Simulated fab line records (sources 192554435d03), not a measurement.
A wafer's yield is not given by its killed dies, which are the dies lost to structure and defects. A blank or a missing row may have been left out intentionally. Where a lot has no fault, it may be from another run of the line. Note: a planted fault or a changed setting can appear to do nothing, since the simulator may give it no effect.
Matching of chambers ; flow n5 finfet ; ald metal-04 running N5_HKMG_FIN_ALD_91: 4 sister chambers
The step deposits TiN, target thk 1 nm, pulse time 1 s, purge time 3 s. 4 wafers are shown with their chamber, then 9 later ones without.

## WAFERS, EACH WITH ITS CHAMBER
wafer;chamber;heater power w (W)
L074.5;1;840
L079.6;2;870
L082.2;0;910
L082.6;3;678

## WAFERS MISSING THEIR CHAMBER
wafer;heater power w (W)
L085.1;859
L085.3;709
L085.6;950
L089.1;848
L089.3;921
L089.6;856
L091.1;927
L091.4;857
L091.6;883

## CHAMBER TAKEN BY EACH
wafer;from the rows above;in truth
L085.1;can't be placed: 2 or 1 or 0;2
L085.3;3;3
L085.6;can't be placed: 0 or 2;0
L089.1;can't be placed: 1 or 2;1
L089.3;can't be placed: 0 or 2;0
L089.6;can't be placed: 2 or 1 or 0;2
L091.1;can't be placed: 0 or 2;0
L091.4;can't be placed: 2 or 1 or 0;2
L091.6;can't be placed: 2 or 0 or 1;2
Placed correctly: 1 of 9. Unplaceable from these rows: 8, with the true chamber sitting among the candidates in 8. Wrongly placed: 0.
How it was worked out, from the rows above alone: a wafer's distance from a chamber is the root of the sum, over the readings, of the square of ((its reading less the chamber's mean) divided by the reading's scatter). The wafer belongs to the nearest chamber; if the next one is less than 2 further off, it can't be placed. Each chamber's mean is taken over the wafers shown for it. The scatter (one wafer shown for each chamber): square how far every hidden wafer sits from the nearest shown wafer, average those squares and take the square root.
